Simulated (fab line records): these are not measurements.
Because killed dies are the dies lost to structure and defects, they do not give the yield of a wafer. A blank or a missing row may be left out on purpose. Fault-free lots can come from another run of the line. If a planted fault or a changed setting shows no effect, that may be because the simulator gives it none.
Chamber matching | flow nand harc | 4 sister chambers for NHARC_A_BLC_ALD_23 on ald metal-02
The step deposits TiN, target thk 3 nm, pulse time 1 s, ald cycles 150. 4 wafers are shown with their chamber, then 11 later ones without.

WAFERS PAIRED WITH THEIR CHAMBERS
wafer  | chamber | heater power w (W)
L086.3 | 2       | 1315
L090.3 | 3       | 1116
L090.6 | 1       | 1136
L088.2 | 0       | 918

WAFERS WHOSE CHAMBER IS MISSING
wafer  | heater power w (W)
L088.3 | 1094
L088.5 | 1308
L091.1 | 1107
L091.3 | 1330
L091.4 | 926
L095.1 | 1082
L095.3 | 1107
L095.5 | 1119
L097.3 | 1302
L097.4 | 1081
L097.6 | 1295

CHAMBER TAKEN BY EACH
wafer  | from the rows above     | in truth
L088.3 | can't be placed: 3 or 1 | 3
L088.5 | 2                       | 2
L091.1 | can't be placed: 3 or 1 | 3
L091.3 | 2                       | 2
L091.4 | 0                       | 0
L095.1 | can't be placed: 3 or 1 | 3
L095.3 | can't be placed: 3 or 1 | 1
L095.5 | can't be placed: 3 or 1 | 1
L097.3 | 2                       | 2
L097.4 | can't be placed: 3 or 1 | 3
L097.6 | 2                       | 2
Placed correctly: 5 of 11. Unplaceable from these rows: 6, with the true chamber sitting among the candidates in 6. Placed wrongly: 0.
How it was worked out, from the rows above alone: a wafer's distance from a chamber is the root of the sum, over the readings, of the square of ((its reading less the chamber's mean) divided by the reading's scatter). If the next closest chamber is less than 2 further off than the closest, the wafer can't be placed; otherwise it belongs to the closest. For every chamber, the mean is computed from those of its wafers that are shown. The scatter: with one shown wafer a chamber, the root of the mean of the squares of how far each hidden wafer lies from its nearest shown one.
